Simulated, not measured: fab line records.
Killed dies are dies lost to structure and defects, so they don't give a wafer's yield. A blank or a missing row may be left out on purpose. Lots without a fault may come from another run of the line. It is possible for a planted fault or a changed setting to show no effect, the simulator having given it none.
A lot that was struck, set against a sound lot | flow n5 finfet | 37 out of 1938 route steps
Sound: these wafers, L580.4, L580.5, L580.6. Wafers struck: L579.2, L579.4, L579.5. The cause is given at the end.
At each step with rows: each side's tool, then ch and its chambers, then its first start. Under that, the readings that differ: sound wafers | struck wafers | difference of the means | sigmas: that difference in standard deviations of wafers without a fault.
alike: words and numbers the same on both sides, and readings whose means are apart by under 2 such deviations; not compared: readings that were withheld, readings missing a value for some wafer, numbers with overlapping values and no deviation given by the record, and bounds like >300 which may hide the same value.
A row with sigmas, a row that says differs or no value, or rows on one side alone: a step with any of these is where the two part. Non-overlapping numbers with no deviation appear without sigmas and do not part them. A reading that every wafer of one side lacks parts them only if that side has two wafers or more.

first, 9 steps without rows for these wafers: N5_BEOL_M4_ANNEAL_95 (time 240 s); N5_BEOL_M4_SPUTTER_96 (material Cu, target thk 4.5 nm, time 8.29 s); N5_BEOL_M4_ECD_50 (material Cu, target thk 300 nm); N5_BEOL_M4_ANNEAL_51 (time 90 s); N5_BEOL_M4_CMP_52 (polishes, stops on SiOC, t overpolish 6.8 s, target thk 40 nm); N5_BEOL_M4_PRE_CLEAN_60 (time 15 s); N5_BEOL_M4_CO_CAP_55 (material Co, precursor CCTBA/H2, target thk 2 nm, time 102.1 s); N5_BEOL_M4_PRE_CLEAN_56 (time 15 s); N5_BEOL_M4_DEP_57 (deposits SiCN from 3MS/NH3, target thk 8 nm, time 14 s).
N5_BEOL_M4_RC_MEAS_101:
  sound on prober-02 ch 0, day 11 21:32; struck on prober-01 ch 0, day 11 00:51
  alike: DIBL_N, DIBL_P, IOFF_N, IOFF_P, ION_N, ION_P, SS_N, SS_P, VT_N, VT_P
then, 24 steps without rows for these wafers: N5_BEOL_M5_ILD_DEP_00 (deposits SiCOH lowk from DEMS/porogen, target thk 140.64 nm, time 25.9 s); N5_BEOL_M5_CURE_79 (cures SiCOH lowk, time 240 s); N5_BEOL_M5_PECVD_70 (deposits SiO2 from TEOS/O2, target thk 16 nm, time 18 s); N5_BEOL_M5_HM_DEP_02 (deposits TiN, target thk 20 nm); N5_BEOL_M5_COAT_59 (time 60 s, resist thk 60 nm); N5_BEOL_M5_COAT_60 (time 60 s, resist thk 12 nm); N5_BEOL_M5_COAT_71 (time 60 s, resist thk 5 nm); N5_BEOL_M5_COAT_05 (resist thk 30 nm); N5_BEOL_M5_EBR_07; N5_BEOL_M5_SOFTBAKE_06 (time 60 s); N5_BEOL_M5_EXPOSE_08 (exposes mask M5, target cd 28 nm); N5_BEOL_M5_PEB_09 (peb time 60 s); N5_BEOL_M5_DEVELOP_10 (develop time 30 s); N5_BEOL_M5_DESCUM_16 (chemistry O2, time 7 s); N5_BEOL_M5_ETCH_72 (etches underlayer in N2/H2, target depth 6.5 nm, time 5.2 s); N5_BEOL_M5_ETCH_61 (etches SiARC in CF4, target depth 15.6 nm, time 26 s); N5_BEOL_M5_ETCH_62 (etches SOC in N2/H2, target depth 75 nm, overetch 15 nm, time 112.5 s); N5_BEOL_M5_STRIP_63 (strips in N2/H2); N5_BEOL_M5_STRIP_73 (strips in N2/H2); N5_BEOL_M5_STRIP_64 (strips in CF4); N5_BEOL_M5_HM_OPEN_17 (chemistry Cl2/BCl3, target TiN, target depth 20 nm, overetch 6 nm); N5_BEOL_M5_STRIP_19 (strips in O2); N5_BEOL_M5_COAT_65 (time 60 s, resist thk 60 nm); N5_BEOL_M5_COAT_66 (time 60 s, resist thk 12 nm).
-- the record jumps here: 3 days lie between the struck wafers' starts before and after (it left off in module BEOL_M5 and takes up again in module BEOL_M12, whose first step shown is number 1636 of the route) --
N5_BEOL_M12_ETCH_67: etches SiARC in CF4, target depth 143 nm, time 238.3 s.
  sound on rie diel-06 ch 0,1,3, day 14 17:47; struck on rie diel-06 ch 0,1,2, day 13 21:56
  no value came back on the struck wafers for any of 8 readings (bias w (W), cf4 flow sccm (sccm) and others); on the sound wafers bias w (W) reads 36.03 36.03 35.97
  reading                                    | sound             | struck        | difference | sigmas
  model.coat_of_BEOL_M12_COAT_22.thk nm (nm) | 212.2 212.2 211.4 | 282 282 282.4 | +70        |
  not compared: rf hours counter h
N5_BEOL_M12_OCD_MEAS_35:
  struck on ocd-02, day 13 22:25; sound on ocd-01, day 14 18:17
  reading              | sound       | struck | difference                    | sigmas
  trench depth nm (nm) | 318 315 313 | - - -  | no value on the struck wafers |
N5_PASSIVATION_PROBE_49:
  struck on prober-02, day 15 11:11; sound on prober-01, day 16 02:55
  reading                  | sound          | struck         | difference | sigmas
  defect limited yield (%) | 90.0 91.9 92.3 | 0 0 0          | -91        | -65
  killed_at_M4_up          | 12 7 7         | 1119 1076 1115 | +1095      | +99 or more
  killed dies              | 118 96 91      | 1180 1180 1180 | +1078      | +63
  killed on rim            | 19 14 11       | 152 152 152    | +137       | +39
  sort_bin_4_leakage (%)   | 0 0 0.08       | 0 0 0          | +0         | -4
  sort_bin_5_function (%)  | 5.5 4.9 4.2    | 97.4 95.8 97.4 | +92.0      | +99 or more
  sort n pass              | 1062 1084 1088 | 0 0 0          | -1078      | -63
  sort yield pct (%)       | 90.0 91.9 92.2 | 0 0 0          | -91        | -65
  alike: killed_at_M0_to_M3, killed at contacts, killed at front end, killed at other, killed open, killed short, sort_bin_6_memory

WHERE THEY PART
At N5_BEOL_M12_ETCH_67 first; at N5_PASSIVATION_PROBE_49 last (within this record only).

WHY: whatever the simulator had introduced
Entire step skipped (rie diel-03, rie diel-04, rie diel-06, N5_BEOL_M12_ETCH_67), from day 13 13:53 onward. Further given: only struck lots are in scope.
